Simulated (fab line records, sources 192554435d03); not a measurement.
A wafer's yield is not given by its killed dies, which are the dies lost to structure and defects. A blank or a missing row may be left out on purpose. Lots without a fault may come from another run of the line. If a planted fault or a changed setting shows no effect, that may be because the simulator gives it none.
fab line records    flow n5Finfet
record lots=5  wafers=15  lastDay=16
route steps=1938 shown ZERO_LAYER@6 WELL_APT@20 BEOL_M4@1111 PASSIVATION@1936
lots with no fault: from the same line, run without faults
startH: hours from the record's first day to the start of the lot's first wafer shown    waitH: time in hours since the lot's previous step    " unchanged from the row above    L1.1+2: a row that stands for several wafers    - no value present, or no start provided    * or withheld: withheld    < > ~ a bound
route shown NAME@n: a module of which the file shows steps, and the number in the route of the first    usual: mean/standard deviation taken from wafers without a fault    same: alike in all rows    chamber/n: place in a boat    sites: per-site readings    _std_site: standard deviation of those values    _edge_site: mean of outer sites minus mean of inner sites    radiusMm: for every site, how far away it sits from the centre of the wafer    mask NAME#n: copy n    behind: the last tool/chamber to shape the wafer    hold: why the lot was held/for how many hours/how that ended    device: the n, p or np transistor that did not switch    end of line: the route-end tests of the same wafers    step lacking rows: just its recipe    killed: dies lost to structure and defects at the first sort, not the wafer's yield    map: dies across one wafer; x = killed, . = not, _ = none there
set.NAME: setting as actually run; set.NAME@STEP: the setting as run at that earlier step    model.NAME: the simulator's own value behind a step, which no gauge read
certain route steps with their lots: each step a table, each wafer a row
## steps
# step N5_ZERO_LAYER_COAT_05
# recipe spinRpm=1500  resistThkNm=1000
# step N5_ZERO_LAYER_EBR_07
# recipe solvent=PGMEA  ebrWidthMm=1.5
# step N5_ZERO_LAYER_SOFTBAKE_06
# recipe tempC=100  timeS=90
# step N5_ZERO_LAYER_EXPOSE_08
# recipe maskId=ZERO  na=0.55  sourceShape=conventional  sigmaOuter=0.8  polarization=unpolarized  defocusNm=0  targetCdNm=2000  doseMj=16.2
# step N5_ZERO_LAYER_PEB_09
# recipe pebTempC=withheld  pebTimeS=*
# step N5_ZERO_LAYER_DEVELOP_10
# recipe developTimeS=60  rinseLiquid=diw  dry=airSpin  devTempC=21
# step N5_ZERO_LAYER_HARDBAKE_23
# recipe tempC=130  timeS=120
# step N5_ZERO_LAYER_DESCUM_16
# recipe chemistry=O2  timeS=7.9  sourcePowerW=50  biasPowerW=20  pressureMtorr=20  rfFrequencyHz=2.712e+07  tempC=40  o2FlowSccm=225
# step N5_ZERO_LAYER_ETCH_17
# recipe chemistry=CF4  target=SiO2  targetDepthA=120  timeS=13.3  ionEnergyEv=350  pressureMtorr=40  sourceW=450  biasW=215  Ar_flow_sccm=100  cf4FlowSccm=100
# step N5_ZERO_LAYER_ETCH_18
# recipe chemistry=HBr/Cl2  target=Si  targetDepthA=1200  timeS=40  pressureMtorr=10  icpW=800  biasW=75  HBr_flow_sccm=150  Cl2_flow_sccm=80
# step N5_ZERO_LAYER_STRIP_24
# recipe chemistry=O2  powerW=1000  tempC=250  overashFraction=0.3  pressureMtorr=1000  o2FlowSccm=6750
# step N5_ZERO_LAYER_STRIP_19
# recipe chemistry=SPM  timeS=900  tempC=130  h2so4H2o2VolRatio=4  dry=ipaMarangoni
lot.wafer   tool         chamber  startH  waitH
L598.2+4+5  wetBench-02  0,3,2    72.98   0.1
L599.4+5+6  wetBench-02  2,6,4    79.02   0.0
L601.1+4+5  wetBench-02  0,1,4    91.49   0.1
L603.1+4+5  wetBench-02  0,3,1    102.98  0.1
L606.1+2+5  wetBench-01  6,4,1    121.14  0.1
# step N5_ZERO_LAYER_INSPECT_20
# recipe inspectInstrument=darkfield  mode=postClean
# usual rawDefectCount=35/15
lot.wafer  tool              chamber  startH  waitH  rawDefectCount
L598.2     defectInspect-01  -        73.25   0.0    28
L598.4     "                 -        "       "      48
L598.5     "                 -        "       "      37
L599.4     defectInspect-01  -        79.29   0.0    989
L599.5     "                 -        "       "      909
L599.6     "                 -        "       "      996
L601.1     defectInspect-02  -        91.76   0.0    993
L601.4     "                 -        "       "      938
L601.5     "                 -        "       "      1005
L603.1     defectInspect-01  -        103.25  0.0    970
L603.4     "                 -        "       "      964
L603.5     "                 -        "       "      940
L606.1     defectInspect-01  -        121.41  0.0    86
L606.2     "                 -        "       "      32
L606.5     "                 -        "       "      49
# step N5_WELL_APT_HMDS_01
# recipe timeS=60  tempC=120
# step N5_WELL_APT_COAT_02
# recipe spinRpm=1357  resistThkNm=950
# step N5_WELL_APT_EBR_04
# recipe solvent=PGMEA  ebrWidthMm=1.5
# step N5_WELL_APT_SOFTBAKE_03
# recipe tempC=130  timeS=60
# step N5_WELL_APT_EXPOSE_05
# recipe maskId=NWELL  na=0.8  sourceShape=conventional  sigmaOuter=0.8  polarization=unpolarized  defocusNm=0  targetCdNm=200  doseMj=20.3
# step N5_WELL_APT_PEB_06
# recipe pebTempC=130  pebTimeS=90
# step N5_WELL_APT_DEVELOP_07
# recipe developTimeS=45  rinseLiquid=surfactantRinse  dry=airSpin  devTempC=21
# step N5_WELL_APT_HARDBAKE_12
# recipe tempC=130  timeS=120
# step N5_WELL_APT_INSPECT_10
# recipe mode=adi  inspectInstrument=macro
# usual rawDefectCount=2.1/1.5
lot.wafer  tool              chamber  startH  waitH  rawDefectCount
L598.2     defectInspect-01  -        73.66   0.1    4
L598.4     "                 -        "       "      2
L598.5     "                 -        "       "      1
L599.4     defectInspect-01  -        79.67   0.0    >300
L599.5     "                 -        "       "      >300
L599.6     "                 -        "       "      >300
L601.1     defectInspect-02  -        92.12   0.0    >300
L601.4     "                 -        "       "      >300
L601.5     "                 -        "       "      >300
L603.1     defectInspect-02  -        103.61  0.0    >300
L603.4     "                 -        "       "      >300
L603.5     "                 -        "       "      >300
L606.1     defectInspect-01  -        121.77  0.0    1
L606.2     "                 -        "       "      3
L606.5     "                 -        "       "      0
# step N5_WELL_APT_DESCUM_13
# recipe chemistry=O2  timeS=7.9  sourcePowerW=50  biasPowerW=20  pressureMtorr=20  rfFrequencyHz=2.712e+07  tempC=40  o2FlowSccm=225
# step N5_WELL_APT_IMPLANT_14
# recipe species=P  energyKev=160  doseCm2=1.5e+13  tiltDeg=0  rotationDeg=0
# step N5_WELL_APT_IMPLANT_15
# recipe species=As  energyKev=25  doseCm2=1.5e+13  tiltDeg=0  rotationDeg=0
# step N5_WELL_APT_STRIP_16
# recipe chemistry=SPM  timeS=900  tempC=130  h2so4H2o2VolRatio=4  dry=ipaMarangoni
# step N5_WELL_APT_HMDS_18
# recipe timeS=60  tempC=120
# step N5_WELL_APT_COAT_19
# recipe spinRpm=1357  resistThkNm=950
# step N5_WELL_APT_EBR_21
# recipe solvent=PGMEA  ebrWidthMm=1.5
# step N5_WELL_APT_SOFTBAKE_20
# recipe tempC=130  timeS=60
# step N5_WELL_APT_EXPOSE_22
# recipe maskId=PWELL  na=0.8  sourceShape=conventional  sigmaOuter=0.8  polarization=unpolarized  defocusNm=0  targetCdNm=200  doseMj=23.2
# step N5_WELL_APT_PEB_23
# recipe pebTempC=130  pebTimeS=90
# step N5_WELL_APT_DEVELOP_24
# recipe developTimeS=45  rinseLiquid=surfactantRinse  dry=airSpin  devTempC=21
# step N5_WELL_APT_HARDBAKE_29
# recipe tempC=130  timeS=120
# step N5_WELL_APT_INSPECT_27
# recipe mode=adi  inspectInstrument=macro
# usual rawDefectCount=1.9/1.3
lot.wafer  tool              chamber  startH  waitH  rawDefectCount
L598.2     defectInspect-01  -        74.80   0.0    3
L598.4     "                 -        "       "      2
L598.5     "                 -        "       "      2
L599.4     defectInspect-02  -        80.79   0.0    >300
L599.5     "                 -        "       "      >300
L599.6     "                 -        "       "      >300
L601.1     defectInspect-01  -        93.85   0.0    >300
L601.4     "                 -        "       "      >300
L601.5     "                 -        "       "      >300
L603.1     defectInspect-02  -        104.97  0.0    >300
L603.4     "                 -        "       "      >300
L603.5     "                 -        "       "      >300
L606.1     defectInspect-01  -        122.89  0.0    1
L606.2     "                 -        "       "      3
L606.5     "                 -        "       "      3
# step N5_WELL_APT_DESCUM_30
# recipe chemistry=O2  timeS=7.9  sourcePowerW=50  biasPowerW=20  pressureMtorr=20  rfFrequencyHz=2.712e+07  tempC=40  o2FlowSccm=225
# step N5_WELL_APT_IMPLANT_31
# recipe species=B  energyKev=60  doseCm2=1.5e+13  tiltDeg=0  rotationDeg=0
# step N5_WELL_APT_INSPECT_38
# recipe inspectInstrument=darkfield  mode=postEpi
# usual rawDefectCount=14/5.2
lot.wafer  tool              chamber  startH  waitH  rawDefectCount
L598.2     defectInspect-02  -        76.67   0.6    9
L598.4     "                 -        "       "      19
L598.5     "                 -        "       "      10
L599.4     defectInspect-01  -        82.85   0.3    965
L599.5     "                 -        "       "      903
L599.6     "                 -        "       "      959
L601.1     defectInspect-01  -        95.52   0.5    974
L601.4     "                 -        "       "      933
L601.5     "                 -        "       "      992
L603.1     defectInspect-02  -        106.88  0.5    942
L603.4     "                 -        "       "      934
L603.5     "                 -        "       "      931
L606.1     defectInspect-02  -        124.60  0.5    15
L606.2     "                 -        "       "      16
L606.5     "                 -        "       "      18
# step N5_BEOL_M4_RC_MEAS_101
# usual DIBL_N=36.5/1.4  DIBL_P=36.5/1.6  IOFF_N=0.163/0.022  IOFF_P=0.219/0.029  ION_N=675/8.3  ION_P=464/6.2  SS_N=71.5/0.52  SS_P=73.4/0.57  VT_N=249.7/2.6  VT_P=-250/3
lot.wafer  tool       chamber  startH  waitH  DIBL_N[mV/V]  DIBL_P[mV/V]  IOFF_N[nA/um]  IOFF_P[nA/um]  ION_N[uA/um]  ION_P[uA/um]  SS_N[mV/dec]  SS_P[mV/dec]  VT_N[mV]  VT_P[mV]
L599.4     prober-02  0        232.44  0.5    38.3          38.4          0.217          0.288          693           475           71.7          73.1          245.6     -242
L599.5     "          0        "       "      37.1          38.1          0.190          0.275          686           478           71.1          73.4          245.2     -246
L599.6     "          0        "       "      36.1          37.9          0.180          0.271          684           476           70.4          73.4          247.6     -242
L598.2     prober-02  0        237.93  0.2    36.8          37.2          0.157          0.218          668           462           71.3          73.0          250.6     -249
L598.4     "          0        "       "      37.5          37.8          0.161          0.217          678           458           72.0          73.4          250.7     -250
L598.5     "          0        "       "      36.2          37.3          0.150          0.210          670           462           71.8          73.3          249.1     -252
L601.1     prober-01  0        246.45  0.0    36.2          37.9          0.182          0.281          683           477           72.1          73.4          245.3     -242
L601.4     "          0        "       "      36.1          38.0          0.189          0.304          691           483           71.5          73.7          244.6     -241
L601.5     "          0        "       "      35.5          37.1          0.170          0.271          680           476           71.5          74.0          247.4     -244
L603.1     prober-01  0        279.25  0.0    37.9          36.0          0.168          0.196          684           459           71.8          73.7          249.6     -253
L603.4     "          0        "       "      38.9          37.0          0.189          0.216          688           461           71.8          74.8          247.1     -255
L603.5     "          0        "       "      38.3          36.9          0.174          0.210          679           460           71.2          74.4          248.3     -252
L606.1     prober-01  0        282.69  0.0    39.3          40.7          0.207          0.254          679           466           72.0          75.2          246.7     -249
L606.2     "          0        "       "      39.1          41.1          0.204          0.262          684           470           71.9          73.8          247.3     -249
L606.5     "          0        "       "      38.5          40.1          0.188          0.236          686           469           71.7          74.2          246.6     -251
# step N5_PASSIVATION_PROBE_49
# usual defectLimitedYield=91.2/1.6  killed_at_M0_to_M3=33/11  killed_at_M4_up=15/6.2  killedAtContacts=15/7.1  killedAtFrontEnd=38/12  killedAtOther=4/3.5  killedDies=104/19  killedOnRim=14/4  killedOpen=69/14  killedShort=34/8.5  sort_bin_5_function=5.2/0.99  sort_bin_6_memory=3.3/0.77  sortNPass=1076/19  sortYieldPct=91.2/1.6
# same grossDies=1180  killedAtBackSide=0  sort_bin_4_leakage[%]=0  sort_bin_8_speed[%]=0
lot.wafer  tool       chamber  startH  waitH  defectLimitedYield[%]  killed_at_M0_to_M3  killed_at_M4_up  killedAtContacts  killedAtFrontEnd  killedAtOther  killedDies  killedOnRim  killedOpen  killedShort  sort_bin_5_function[%]  sort_bin_6_memory[%]  sortNPass  sortYieldPct[%]
L599.4     prober-02  -        335.21  0.2    80.5                   25                  15               10                175               5              230         13           64          22           11.9                    4.2                   950        80.5
L599.5     prober-02  -        335.26  0.2    80.6                   25                  11               13                176               4              229         26           69          29           11.7                    3.6                   951        80.6
L599.6     prober-02  -        335.31  0.3    82.5                   38                  18               4                 143               3              206         36           69          32           10.8                    3.6                   974        82.5
L598.2     prober-02  -        343.06  0.1    90.6                   50                  13               7                 41                0              111         11           86          24           5.7                     3.4                   1069       90.6
L601.1     prober-01  -        347.68  0.0    83.9                   22                  12               11                143               2              190         26           53          32           9.2                     4.1                   990        83.9
L601.4     prober-01  -        347.83  0.2    80.6                   21                  13               16                178               1              229         12           57          16           13.3                    3.5                   951        80.6
L601.5     prober-01  -        347.88  0.2    81.8                   25                  14               9                 165               2              215         33           68          40           11.4                    3.8                   965        81.8
L603.1     prober-02  -        378.32  0.0    81.9                   46                  16               19                131               2              214         31           79          35           9.6                     5.7                   966        81.9
L603.4     prober-02  -        378.47  0.2    85.7                   31                  16               13                106               3              169         32           78          28           8.7                     4.2                   1011       85.7
L603.5     prober-02  -        378.52  0.2    78.4                   48                  12               33                161               1              255         16           74          40           14.1                    4.2                   925        78.4
# killed by level:class
L599.4 ZERO_LAYER:unspecified=144 STI_FIN_REVEAL:geometricParticle:open=10 MOL_CONTACT_COAG:geometricParticle:open=8 BEOL_M0_SAQP:geometricParticle:short=7 BEOL_M2:geometricParticle:open=7 BEOL_M4:geometricParticle:open=7 ILD0:geometricParticle:open=6 BEOL_M0_SAQP:geometricParticle:open=4
L599.5 ZERO_LAYER:unspecified=131 STI_FIN_REVEAL:geometricParticle:open=18 MOL_CONTACT_COAG:geometricParticle:open=13 BEOL_M0_SAQP:geometricParticle:short=8 FIN_SAQP:geometricParticle:open=7 BEOL_M1:geometricParticle:open=6 BEOL_M3:geometricParticle:open=5 STARTING-WAFER:geometricParticle:short=5
L599.6 ZERO_LAYER:unspecified=104 FIN_SAQP:geometricParticle:open=10 BEOL_M2:geometricParticle:open=10 BEOL_M4:geometricParticle:open=10 BEOL_M1:geometricParticle:open=9 FIN_SAQP:geometricParticle:short=7 BEOL_M3:geometricParticle:open=7 BEOL_M1:geometricParticle:short=5
L598.2 BEOL_M3:geometricParticle:open=14 BEOL_M1:geometricParticle:open=12 GATE_CUT:geometricParticle:open=10 STI_FIN_REVEAL:geometricParticle:open=7 GATE_CUT:geometricParticle:short=7 BEOL_M0_SAQP:geometricParticle:open=7 BEOL_M0:geometricParticle:open=7 BEOL_M4:geometricParticle:open=7
L601.1 ZERO_LAYER:unspecified=101 STI_FIN_REVEAL:geometricParticle:open=9 MOL_CONTACT_COAG:geometricParticle:open=9 GATE_CUT:geometricParticle:short=6 BEOL_M4:geometricParticle:open=6 FIN_SAQP:geometricParticle:open=5 BEOL_M0:geometricParticle:short=5 BEOL_M2:geometricParticle:open=5
L601.4 ZERO_LAYER:unspecified=155 MOL_CONTACT_COAG:geometricParticle:open=14 STI_FIN_REVEAL:geometricParticle:open=10 BEOL_M4:geometricParticle:open=6 BEOL_M1:geometricParticle:open=5 BEOL_M0_SAQP:geometricParticle:open=4 BEOL_M0_SAQP:geometricParticle:short=4 BEOL_M2:geometricParticle:open=4
L601.5 ZERO_LAYER:unspecified=106 FIN_SAQP:geometricParticle:short=15 STI_FIN_REVEAL:geometricParticle:open=13 MOL_CONTACT_COAG:geometricParticle:open=8 BEOL_M4:geometricParticle:open=8 FIN_SAQP:geometricParticle:open=7 BEOL_M1:geometricParticle:open=6 BEOL_M2:geometricParticle:open=6
L603.1 ZERO_LAYER:unspecified=98 MOL_CONTACT_COAG:geometricParticle:open=16 BEOL_M1:geometricParticle:open=13 BEOL_M0_SAQP:geometricParticle:short=11 BEOL_M3:geometricParticle:open=8 FIN_SAQP:geometricParticle:open=7 GATE_CUT:geometricParticle:short=7 BEOL_M0_SAQP:geometricParticle:open=6
L603.4 ZERO_LAYER:unspecified=63 MOL_CONTACT_COAG:geometricParticle:open=11 FIN_SAQP:geometricParticle:open=10 DUMMY_GATE:geometricParticle:open=7 BEOL_M0_SAQP:geometricParticle:short=7 BEOL_M3:geometricParticle:open=7 FIN_SAQP:geometricParticle:short=6 BEOL_M0_SAQP:geometricParticle:open=6
L603.5 ZERO_LAYER:unspecified=141 MOL_CONTACT_COAG:geometricParticle:open=24 BEOL_M0_SAQP:geometricParticle:short=14 BEOL_M3:geometricParticle:open=11 MOL_CONTACT_COAG:geometricParticle:short=9 FIN_SAQP:geometricParticle:open=8 BEOL_M2:geometricParticle:open=7 BEOL_M0_SAQP:geometricParticle:open=6
# map L599.4 (x killed, . not)
_________________..........x.________________
______________...........x..x..._____________
___________...........x..x..xx...x.__________
__________...x..x.....x.xxxxxx.x.x.._________
________.............xxxxxxxxxxxxx...._______
_______..............xxxxxxxxxxxxxx....______
______x.x.........x..xxxxxxxxxxxxxxx...._____
_____........x...x.xxxxxxxxxxxxxxxxx.....____
____...............xxx.xxxxxxxxxxxx.......___
___.....x...x.x.....xxxxxxxxxxxxxx.x.......__
___............x.....xxxxxxxxxxxx..........__
__x...................x.xxxxxxxx..........x._
__.....xx.....xx.....xx..xxxxxxx.x.........._
_.......................x.xx.xx.x.......x....
_x..x.......................x................
_........x.................x..x.....x........
_x.........x.............................x...
_...............x...x...........x.........x..
_..........x..................xx.............
_..........................x.....x......x....
_x...x........x....x.........x.....x.........
__.........x.......x.................x...x.._
__.........x.x.x.x........x............x...._
___..x.....xx...x...............x...x......__
___.............................x..x..x....__
____...x..........................x.......___
_____......x.x.....................x.....____
______.........x..............x........._____
_______.........x.x.....x....x...x..xx.______
________x....x...x...................x_______
__________....x...........x....x.x.._________
___________...........x............__________
______________................x._____________
_________________............________________
# map L601.4 (x killed, . not)
_________________............________________
______________......x..........._____________
___________.................x......__________
__________...........x........x....._________
________.............................x_______
_______......xx......x.....x..x........______
______...........................x......_____
_____..........x.......x.................____
____........x......x.x.x...........x......___
___..........x.................x...........__
___x............x....x...........x.........__
__...x...........xx.xxxxx........x.........._
__...........xxx.xxxxxxxx....xx...x........._
_.........x....x.xxxxxxxxxxx........x........
_.......x.....xxxxxxxxxxxxx..........x.......
_..........xxxxxxxxxxxxxxxx...........x......
_...........xxxxxxxxxxxxxx..xxx......x.......
_............xxxxxxxxxxxxxx...x..............
_...........xxxxxxxxxxxxxxxxx................
_.........x.xxxxxxxxxxxxxx.x.................
_............xxxxxxxxxxxxxx.....x............
__.............xxxxxxxxxxxx....x..........x._
__x..x........x.x.xxxx.....................x_
___....x...x.....xx.x.x............x....x..__
___...x.............x........x..xx.x.......__
____.........................x............___
_____..................................x.____
______............................x....._____
_______x...x....................x.x....______
________..x...x.....................xx_______
__________x....x.........x.........._________
___________...x...x.....x..........__________
______________.................._____________
_________________........x...________________
## key
firstSign step=N5_ZERO_LAYER_INSPECT_20  reading=rawDefectCount  direction=up  sigmas=64  usual=35  struck=967
effect step=N5_WELL_APT_INSPECT_10  reading=rawDefectCount  direction=up  sigmas=99+  usual=2.1  struck=>300
effect step=N5_WELL_APT_INSPECT_27  reading=rawDefectCount  direction=up  sigmas=99+  usual=1.9  struck=>300
effect step=N5_WELL_APT_INSPECT_38  reading=rawDefectCount  direction=up  sigmas=99+  usual=14  struck=948
effect step=N5_PASSIVATION_PROBE_49  reading=killedAtFrontEnd  direction=up  sigmas=9.6  usual=38  struck=153
moreKillsBornAt N5_ZERO_LAYER_STRIP_19@wetBench-02=1043
metAt N5_ZERO_LAYER_STRIP_19
struckWafers L599.4,L599.5,L599.6,L601.1,L601.4,L601.5,L603.1,L603.4,L603.5
onsetBetween 72.98 79.02
fault kind=chamberParticleSource  tool=wetBench-02  chamber=-  onsetH=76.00  steps=N5_ZERO_LAYER_STRIP_19  ratePerVisitCm2=1.441  endH=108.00
